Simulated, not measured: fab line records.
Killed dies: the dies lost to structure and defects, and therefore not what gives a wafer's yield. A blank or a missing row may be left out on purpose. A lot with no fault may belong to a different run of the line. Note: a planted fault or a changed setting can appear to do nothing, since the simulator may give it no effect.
Chamber matching    flow n5 finfet    rie diel-02 running N5_BEOL_M1_ETCH_69: 4 sister chambers
The step etches SiARC in CF4, target depth 15.6 nm, time 26 s. 24 wafers are shown with their chamber, then 12 later ones without.

EACH WAFER AND ITS CHAMBER
wafer   chamber  drypump motor current A (A)  showerhead plenum p Torr (Torr)  oes product au (a.u.)
L078.1  0        4.8                          2.19                             0.59
L078.3  2        6.1                          2.09                             0.75
L078.5  3        5.9                          2.06                             0.64
L079.3  0        4.8                          2.19                             0.59
L079.5  3        5.9                          2.05                             0.64
L079.6  2        6.1                          2.09                             0.74
L080.3  3        5.9                          2.05                             0.63
L080.5  2        6.1                          2.09                             0.74
L080.6  3        5.9                          2.05                             0.63
L082.1  1        5.6                          2.05                             0.64
L082.3  0        4.8                          2.19                             0.86
L082.4  3        5.9                          2.05                             0.63
L085.2  3        5.9                          2.05                             0.62
L085.3  1        5.6                          2.05                             0.64
L085.6  3        5.9                          2.05                             0.62
L087.2  0        4.8                          2.19                             0.84
L087.3  1        5.6                          2.05                             0.63
L087.5  3        5.9                          2.05                             0.62
L089.2  2        6.1                          2.08                             0.72
L089.4  3        5.9                          2.05                             0.62
L089.5  3        5.9                          2.05                             0.63
L092.1  1        5.6                          2.04                             0.63
L092.2  2        6.1                          2.08                             0.72
L092.5  1        5.5                          2.04                             0.63

SIGNATURES (averages over the wafers above)
reading                   chamber 0  chamber 1  chamber 2  chamber 3  scatter within a chamber
drypump motor current A   4.800      5.580      6.100      5.900      0.02
showerhead plenum p Torr  2.1900     2.0460     2.0860     2.0510     0.00406
oes product au            0.7200     0.6340     0.7340     0.6280     0.0588
Rule: for a wafer and a chamber, the distance is found by dividing, reading by reading, the gap between the wafer's reading and the chamber's mean by the reading's scatter, squaring, summing and taking the root. If the next closest chamber is less than 2 further off than the closest, the wafer can't be placed; otherwise it belongs to the closest. The scatter: take each reading less its chamber's mean, square it, sum over the shown wafers, divide by the number of wafers less the number of chambers, and take the root.

WAFERS WITH NO CHAMBER GIVEN
wafer   drypump motor current A (A)  showerhead plenum p Torr (Torr)  oes product au (a.u.)
L093.1  4.8                          2.18                             0.80
L093.3  6.1                          2.08                             0.72
L093.5  5.6                          2.04                             0.63
L095.1  6.0                          2.08                             0.70
L095.2  5.9                          2.04                             0.61
L095.4  5.6                          2.04                             0.62
L094.1  6.0                          2.08                             0.71
L094.4  5.6                          2.04                             0.62
L094.5  4.8                          2.18                             0.79
L097.4  4.8                          2.18                             0.79
L097.5  5.6                          2.04                             0.63
L097.6  6.1                          2.08                             0.71

EACH ONE'S CHAMBER
wafer   from the rows above  in truth
L093.1  0                    0
L093.3  2                    2
L093.5  1                    1
L095.1  2                    2
L095.2  3                    3
L095.4  1                    1
L094.1  2                    2
L094.4  1                    1
L094.5  0                    0
L097.4  0                    0
L097.5  1                    1
L097.6  2                    2
Correct placement for 12 of the 12. Can't be placed from these rows: 0. Number placed wrongly: 0.
